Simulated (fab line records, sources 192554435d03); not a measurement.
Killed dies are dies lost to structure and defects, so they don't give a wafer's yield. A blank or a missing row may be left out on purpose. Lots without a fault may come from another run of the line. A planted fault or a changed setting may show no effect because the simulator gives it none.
Chamber matching | flow n5_finfet | N5_BEOL_M15_ETCH_59 on rie_diel-02: 4 sister chambers
The step etches BARC in N2/H2, target depth 89 nm, overetch 26.7 nm, time 67.9 s. 16 wafers are shown with their chamber, then 8 later ones without.

WAFERS WITH THEIR CHAMBER
wafer  | chamber | throttle_valve_pct (%) | showerhead_plenum_p_Torr (Torr) | oes_product_au (a.u.)
L078.2 | 2       | 17.64                  | 2.52                            | 0.63
L078.4 | 0       | 17.71                  | 2.73                            | 0.77
L078.5 | 3       | 18.26                  | 2.64                            | 0.60
L081.1 | 0       | 17.71                  | 2.73                            | 0.76
L081.4 | 1       | 17.57                  | 2.59                            | 0.77
L081.5 | 0       | 17.72                  | 2.73                            | 0.75
L085.3 | 3       | 18.30                  | 2.64                            | 0.59
L085.5 | 1       | 17.56                  | 2.59                            | 0.76
L085.6 | 2       | 17.65                  | 2.51                            | 0.62
L087.2 | 0       | 17.73                  | 2.72                            | 0.75
L087.3 | 2       | 17.66                  | 2.51                            | 0.62
L087.5 | 2       | 17.67                  | 2.51                            | 0.62
L086.1 | 1       | 17.58                  | 2.58                            | 0.74
L086.3 | 0       | 17.74                  | 2.72                            | 0.75
L086.4 | 3       | 18.33                  | 2.63                            | 0.59
L089.1 | 3       | 18.30                  | 2.63                            | 0.58

SIGNATURES (means of the wafers above)
reading                  | chamber 0 | chamber 1 | chamber 2 | chamber 3 | scatter within a chamber
throttle_valve_pct       | 17.7220   | 17.5700   | 17.6550   | 18.2975   | 0.0179
showerhead_plenum_p_Torr | 2.7260    | 2.5867    | 2.5125    | 2.6350    | 0.00549
oes_product_au           | 0.7560    | 0.7567    | 0.6225    | 0.5900    | 0.00941
Rule: a wafer's distance from a chamber is the root of the sum, over the readings, of the square of ((its reading less the chamber's mean) divided by the reading's scatter). The wafer belongs to the nearest chamber; if the next one is less than 2 further off, it can't be placed. The scatter: the root of (the sum of the squares of (reading less its chamber's mean) over the shown wafers, divided by (wafers less chambers)).

WAFERS WITHOUT THEIR CHAMBER
wafer  | throttle_valve_pct (%) | showerhead_plenum_p_Torr (Torr) | oes_product_au (a.u.)
L089.5 | 17.73                  | 2.72                            | 0.74
L089.6 | 18.31                  | 2.63                            | 0.58
L094.1 | 17.70                  | 2.50                            | 0.60
L094.5 | 17.71                  | 2.50                            | 0.61
L094.6 | 17.60                  | 2.58                            | 0.73
L096.1 | 17.70                  | 2.50                            | 0.60
L096.5 | 17.61                  | 2.57                            | 0.73
L096.6 | 17.69                  | 2.50                            | 0.59

WHICH CHAMBER EACH WENT THROUGH
wafer  | from the rows above | in truth
L089.5 | 0                   | 0
L089.6 | 3                   | 3
L094.1 | 2                   | 2
L094.5 | 2                   | 2
L094.6 | 1                   | 1
L096.1 | 2                   | 2
L096.5 | 1                   | 1
L096.6 | 2                   | 2
Placed correctly: 8 of 8. Can't be placed from these rows: 0. Placed wrongly: 0.
